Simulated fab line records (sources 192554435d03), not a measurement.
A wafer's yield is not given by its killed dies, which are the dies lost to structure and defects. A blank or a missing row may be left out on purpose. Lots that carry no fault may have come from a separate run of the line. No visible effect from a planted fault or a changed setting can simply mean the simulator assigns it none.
Which tool was responsible?	flow n5_finfet	31 wafers from 11 lots sampled at 2 of the route's 1938 steps

WHAT THE GAUGES SHOWED, per wafer
N5_PASSIVATION_CD_MEAS_10: target cd 3000 nm.
lot	measured	on	cd_nm (nm)
L403	day 13 12:25	cd_sem-01	3003.5 3001.3 2997.0
L404	day 13 12:16	cd_sem-02	2996.8 2999.3 2994.1
L407	day 13 17:13	cd_sem-02	2997.6 2998.8 2998.6
L411	day 15 02:55	cd_sem-01	2997.5 2997.4 2998.8
L412	day 15 06:46	cd_sem-01	2999.7 2999.1 3001.0
L413	day 16 10:52	cd_sem-03	3000.0 3002.8 3000.5
L415	day 16 22:37	cd_sem-02	2999.7 3000.1 2997.3
L420	day 18 01:16	cd_sem-03	2996.0 2995.7 2998.3
L422	day 18 14:43	cd_sem-02	2999.5 2999.4
L423	day 18 15:34	cd_sem-01	2998.5 2999.5
L424	day 18 15:44	cd_sem-03	3003.1 2997.8 2996.7

EACH LOT AND THE TOOL THAT RAN IT (in order: tool; ch and the chambers of the sampled wafers; start)
lot	N5_PMOS_HMC_CHANNEL_EPI_ETCH_32
L403	rie_diel-03 ch 0,2,3, day 1 23:22
L404	rie_diel-01 ch 0,1, day 2 05:40
L407	rie_diel-04 ch 0,1,3, day 2 23:21
L411	rie_diel-03 ch 0,2, day 3 23:49
L412	rie_diel-03 ch 0,3, day 4 06:04
L413	rie_diel-03 ch 1,2, day 4 11:47
L415	rie_diel-03 ch 1,2,3, day 4 23:23
L420	rie_diel-01 ch 1,2,3, day 6 06:13
L422	rie_diel-04 ch 1,2, day 6 17:30
L423	rie_diel-01 ch 0,1, day 6 23:37
L424	rie_diel-03 ch 0,2,3, day 7 05:36
- N5_PMOS_HMC_CHANNEL_EPI_ETCH_32: etches BARC in N2/H2, stops on SiO2, target depth 85.8 nm, time 50.3 s.

WHAT THE TOOLS THEMSELVES READ (means of the sampled wafers that have a number; where no wafer has one, the mark that the record gives instead)
N5_PMOS_HMC_CHANNEL_EPI_ETCH_32.
lot	tool	drypump_motor_current_A (A)	oes_product_au (a.u.)	rf_vpp_V (V)	showerhead_plenum_p_Torr (Torr)	throttle_valve_pct (%)
L403	rie_diel-03	5.4	0.73	522.5	2.49	17.74
L404	rie_diel-01	5.3	0.63	519.1	2.41	18.13
L407	rie_diel-04	5.8	0.66	525.3	2.58	18.03
L411	rie_diel-03	5.0	0.64	521.3	2.44	17.73
L412	rie_diel-03	5.4	0.66	521.2	2.41	17.72
L413	rie_diel-03	5.4	0.66	523.2	2.55	18.01
L415	rie_diel-03	5.6	0.70	523.2	2.53	17.91
L420	rie_diel-01	5.4	0.70	523.3	2.50	17.79
L422	rie_diel-04	5.2	0.65	522.0	2.49	17.89
L423	rie_diel-01	5.2	0.62	520.6	2.41	18.19
L424	rie_diel-03	5.4	0.74	524.7	2.57	17.68

THE ANSWER, worked out from the rows above alone
Rule: the lots themselves supply what counts as usual. Put in order of their means at a reading, lots are off if they are a third of the lots or fewer, leave a main group of 4 or more, and stand apart from it by a gap of 3 or more times the standard deviation of the main group's means; of several such gaps the widest counts. The tables above print the reading to a certain number of digits; a main group whose means all agree to those digits is not used. Also off: a lot with no number at a reading for which 4 or more lots have one. All remaining lots with rows at the step are treated as sound. After the gauges, taken in route order, come the tools' own readings; for these a lot's mean is taken, as printed above. The first step at which some lot is off is used, and at that step the reading that is off furthest; a lot without a number counts as furthest.
Nothing can be told from this: no lot is off at any reading shown.

WHAT WAS PUT IN BY THE SIMULATOR
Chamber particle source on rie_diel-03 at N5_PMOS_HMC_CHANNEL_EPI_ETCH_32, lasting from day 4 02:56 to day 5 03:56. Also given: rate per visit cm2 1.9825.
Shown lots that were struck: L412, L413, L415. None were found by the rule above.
